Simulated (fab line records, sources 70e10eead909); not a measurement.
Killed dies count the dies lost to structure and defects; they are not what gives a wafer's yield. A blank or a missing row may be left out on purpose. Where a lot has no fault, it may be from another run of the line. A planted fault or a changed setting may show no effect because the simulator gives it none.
What tool caused it? / flow nand_harc / 14 lots with 42 wafers sampled at 3 steps, on a route of 1302 steps

## WHAT THE GAUGES READ, wafer by wafer
NHARC_P_BONDPAD_CD_MEAS_09 targets a cd of 500 nm.
lot=L420; measured=day 7 02:38; on=cd_sem-01; cd_nm (nm)=503.4 497.9 502.7
lot=L421; measured=day 7 11:57; on=cd_sem-02; cd_nm (nm)=500.3 501.2 499.1
lot=L422; measured=day 8 01:01; on=cd_sem-02; cd_nm (nm)=494.4 500.4 494.4
lot=L423; measured=day 8 04:50; on=cd_sem-02; cd_nm (nm)=505.8 499.7 503.6
lot=L424; measured=day 8 20:38; on=cd_sem-03; cd_nm (nm)=502.1 497.3 503.0
lot=L425; measured=day 8 21:55; on=cd_sem-02; cd_nm (nm)=503.9 497.5 496.5
lot=L426; measured=day 9 13:42; on=cd_sem-03; cd_nm (nm)=506.0 503.2 503.7
lot=L430; measured=day 11 07:13; on=cd_sem-01; cd_nm (nm)=501.2 501.2 503.4
lot=L432; measured=day 11 20:31; on=cd_sem-03; cd_nm (nm)=501.7 497.4 498.4
lot=L433; measured=day 12 17:54; on=cd_sem-01; cd_nm (nm)=502.2 503.5 500.2
lot=L439; measured=day 14 23:10; on=cd_sem-03; cd_nm (nm)=503.0 501.0 503.4
lot=L440; measured=day 15 02:54; on=cd_sem-03; cd_nm (nm)=503.9 504.0 503.8
lot=L441; measured=day 15 21:53; on=cd_sem-02; cd_nm (nm)=500.4 501.4 498.5
lot=L442; measured=day 16 01:41; on=cd_sem-03; cd_nm (nm)=497.0 499.3 499.5

NHARC_P_BONDPAD_CD_MEAS_13.
lot=L420; measured=day 7 03:10; on=cd_sem-01; cd_nm (nm)=504.6 501.0 501.1
lot=L421; measured=day 7 12:29; on=cd_sem-02; cd_nm (nm)=497.3 501.9 500.0
lot=L422; measured=day 8 01:32; on=cd_sem-01; cd_nm (nm)=492.5 502.3 495.7
lot=L423; measured=day 8 05:22; on=cd_sem-03; cd_nm (nm)=504.7 499.4 503.8
lot=L424; measured=day 8 21:10; on=cd_sem-03; cd_nm (nm)=502.5 495.2 502.5
lot=L425; measured=day 8 22:26; on=cd_sem-01; cd_nm (nm)=505.3 498.7 497.1
lot=L426; measured=day 9 14:13; on=cd_sem-03; cd_nm (nm)=506.5 501.7 501.6
lot=L430; measured=day 11 07:45; on=cd_sem-02; cd_nm (nm)=499.8 501.9 502.5
lot=L432; measured=day 11 21:03; on=cd_sem-02; cd_nm (nm)=501.1 496.1 496.6
lot=L433; measured=day 12 18:26; on=cd_sem-02; cd_nm (nm)=501.2 501.5 499.4
lot=L439; measured=day 14 23:41; on=cd_sem-01; cd_nm (nm)=501.9 500.8 503.8
lot=L440; measured=day 15 03:26; on=cd_sem-03; cd_nm (nm)=502.9 502.7 502.1
lot=L441; measured=day 15 22:25; on=cd_sem-03; cd_nm (nm)=499.1 499.8 498.6
lot=L442; measured=day 16 02:12; on=cd_sem-03; cd_nm (nm)=496.5 499.8 499.1

## TOOL THAT RAN EACH LOT (tool first, then ch and the chambers of the sampled wafers, then the start)
lot=L420; NHARC_P_BONDPAD_ETCH_12=rie_diel-11 ch 0,2,3, day 7 03:01
lot=L421; NHARC_P_BONDPAD_ETCH_12=rie_diel-09 ch 0,1,2, day 7 12:20
lot=L422; NHARC_P_BONDPAD_ETCH_12=rie_diel-09 ch 1,2,3, day 8 01:25
lot=L423; NHARC_P_BONDPAD_ETCH_12=rie_diel-09 ch 0,1,2, day 8 05:14
lot=L424; NHARC_P_BONDPAD_ETCH_12=rie_diel-11 ch 0,1,3, day 8 21:02
lot=L425; NHARC_P_BONDPAD_ETCH_12=rie_diel-11 ch 2,3, day 8 22:18
lot=L426; NHARC_P_BONDPAD_ETCH_12=rie_diel-12 ch 0,1, day 9 14:05
lot=L430; NHARC_P_BONDPAD_ETCH_12=rie_diel-11 ch 0,1, day 11 07:37
lot=L432; NHARC_P_BONDPAD_ETCH_12=rie_diel-09 ch 2,3, day 11 20:55
lot=L433; NHARC_P_BONDPAD_ETCH_12=rie_diel-11 ch 0,1, day 12 18:17
lot=L439; NHARC_P_BONDPAD_ETCH_12=rie_diel-09 ch 0,2,3, day 14 23:32
lot=L440; NHARC_P_BONDPAD_ETCH_12=rie_diel-11 ch 1,2, day 15 03:17
lot=L441; NHARC_P_BONDPAD_ETCH_12=rie_diel-09 ch 0,2,3, day 15 22:17
lot=L442; NHARC_P_BONDPAD_ETCH_12=rie_diel-09 ch 1,2,3, day 16 02:04
- NHARC_P_BONDPAD_ETCH_12: etches the open film in CHF3/O2, target depth 200 nm, time 100 s.

## AS READ BY THE TOOLS THEMSELVES (means over the sampled wafers that have a number; for cases with no such wafer, the mark the record gives instead)
NHARC_P_BONDPAD_ETCH_12.
lot=L420; tool=rie_diel-11; drypump_motor_current_A (A)=5.7; oes_product_au (a.u.)=0.964; rf_fwd_power_W (W)=496.1; rf_vpp_V (V)=369.5; run_length_s (s)=120.9; showerhead_plenum_p_Torr (Torr)=2.36; throttle_valve_pct (%)=20.578
lot=L421; tool=rie_diel-09; drypump_motor_current_A (A)=5.8; oes_product_au (a.u.)=0.969; rf_fwd_power_W (W)=497.2; rf_vpp_V (V)=370.0; run_length_s (s)=121.0; showerhead_plenum_p_Torr (Torr)=2.39; throttle_valve_pct (%)=20.571
lot=L422; tool=rie_diel-09; drypump_motor_current_A (A)=6.1; oes_product_au (a.u.)=0.965; rf_fwd_power_W (W)=497.3; rf_vpp_V (V)=370.3; run_length_s (s)=121.2; showerhead_plenum_p_Torr (Torr)=2.38; throttle_valve_pct (%)=20.578
lot=L423; tool=rie_diel-09; drypump_motor_current_A (A)=5.8; oes_product_au (a.u.)=0.980; rf_fwd_power_W (W)=496.4; rf_vpp_V (V)=370.8; run_length_s (s)=121.0; showerhead_plenum_p_Torr (Torr)=2.39; throttle_valve_pct (%)=20.567
lot=L424; tool=rie_diel-11; drypump_motor_current_A (A)=5.6; oes_product_au (a.u.)=0.912; rf_fwd_power_W (W)=495.8; rf_vpp_V (V)=369.8; run_length_s (s)=121.2; showerhead_plenum_p_Torr (Torr)=2.34; throttle_valve_pct (%)=20.572
lot=L425; tool=rie_diel-11; drypump_motor_current_A (A)=5.7; oes_product_au (a.u.)=0.923; rf_fwd_power_W (W)=498.0; rf_vpp_V (V)=368.8; run_length_s (s)=121.1; showerhead_plenum_p_Torr (Torr)=2.37; throttle_valve_pct (%)=20.576
lot=L426; tool=rie_diel-12; drypump_motor_current_A (A)=6.0; oes_product_au (a.u.)=0.909; rf_fwd_power_W (W)=497.3; rf_vpp_V (V)=369.4; run_length_s (s)=121.6; showerhead_plenum_p_Torr (Torr)=2.36; throttle_valve_pct (%)=20.570
lot=L430; tool=rie_diel-11; drypump_motor_current_A (A)=5.8; oes_product_au (a.u.)=0.911; rf_fwd_power_W (W)=495.0; rf_vpp_V (V)=370.3; run_length_s (s)=116.5; showerhead_plenum_p_Torr (Torr)=2.38; throttle_valve_pct (%)=20.580
lot=L432; tool=rie_diel-09; drypump_motor_current_A (A)=6.4; oes_product_au (a.u.)=0.929; rf_fwd_power_W (W)=498.4; rf_vpp_V (V)=370.2; run_length_s (s)=121.4; showerhead_plenum_p_Torr (Torr)=2.35; throttle_valve_pct (%)=20.570
lot=L433; tool=rie_diel-11; drypump_motor_current_A (A)=5.8; oes_product_au (a.u.)=0.909; rf_fwd_power_W (W)=495.1; rf_vpp_V (V)=370.0; run_length_s (s)=116.7; showerhead_plenum_p_Torr (Torr)=2.38; throttle_valve_pct (%)=20.572
lot=L439; tool=rie_diel-09; drypump_motor_current_A (A)=6.1; oes_product_au (a.u.)=0.975; rf_fwd_power_W (W)=497.1; rf_vpp_V (V)=368.7; run_length_s (s)=120.9; showerhead_plenum_p_Torr (Torr)=2.36; throttle_valve_pct (%)=20.569
lot=L440; tool=rie_diel-11; drypump_motor_current_A (A)=6.0; oes_product_au (a.u.)=0.918; rf_fwd_power_W (W)=498.0; rf_vpp_V (V)=371.8; run_length_s (s)=121.4; showerhead_plenum_p_Torr (Torr)=2.48; throttle_valve_pct (%)=20.569
lot=L441; tool=rie_diel-09; drypump_motor_current_A (A)=6.1; oes_product_au (a.u.)=0.953; rf_fwd_power_W (W)=496.2; rf_vpp_V (V)=369.5; run_length_s (s)=121.2; showerhead_plenum_p_Torr (Torr)=2.36; throttle_valve_pct (%)=20.587
lot=L442; tool=rie_diel-09; drypump_motor_current_A (A)=6.1; oes_product_au (a.u.)=0.928; rf_fwd_power_W (W)=496.6; rf_vpp_V (V)=368.9; run_length_s (s)=121.2; showerhead_plenum_p_Torr (Torr)=2.38; throttle_valve_pct (%)=20.575

## THE ANSWER, worked out from the rows above alone
Rule: what is usual is taken from the lots themselves. The widest of any qualifying gaps counts: lots, ordered by their means at a reading, are off when they make up no more than a third of the lots, leave a main group of 4 or more, and stand apart from it by 3 or more times the standard deviation of that group's means. The tables above print the reading to a certain number of digits; a main group whose means all agree to those digits is not used. A lot without any number at a reading at which 4 lots or more have one is off too. The other lots that the step has rows for count as sound. The gauges are gone through in route order, then the tools' own readings, and for those a lot's mean is taken as printed above. At the first step where some lot is off, the reading lying furthest off is the one used; lots without a number count as furthest.
Off, at NHARC_P_BONDPAD_ETCH_12 on run_length_s: L430, L433. The main group has a mean of 121.2 s with a standard deviation of 0.2.
If a tool, at that step or one of the process steps before it, ran each lot that is off and ran no sound lot following the first of them, it fits. Of those tried, none fits.

## WHAT HAD BEEN PUT IN BY THE SIMULATOR
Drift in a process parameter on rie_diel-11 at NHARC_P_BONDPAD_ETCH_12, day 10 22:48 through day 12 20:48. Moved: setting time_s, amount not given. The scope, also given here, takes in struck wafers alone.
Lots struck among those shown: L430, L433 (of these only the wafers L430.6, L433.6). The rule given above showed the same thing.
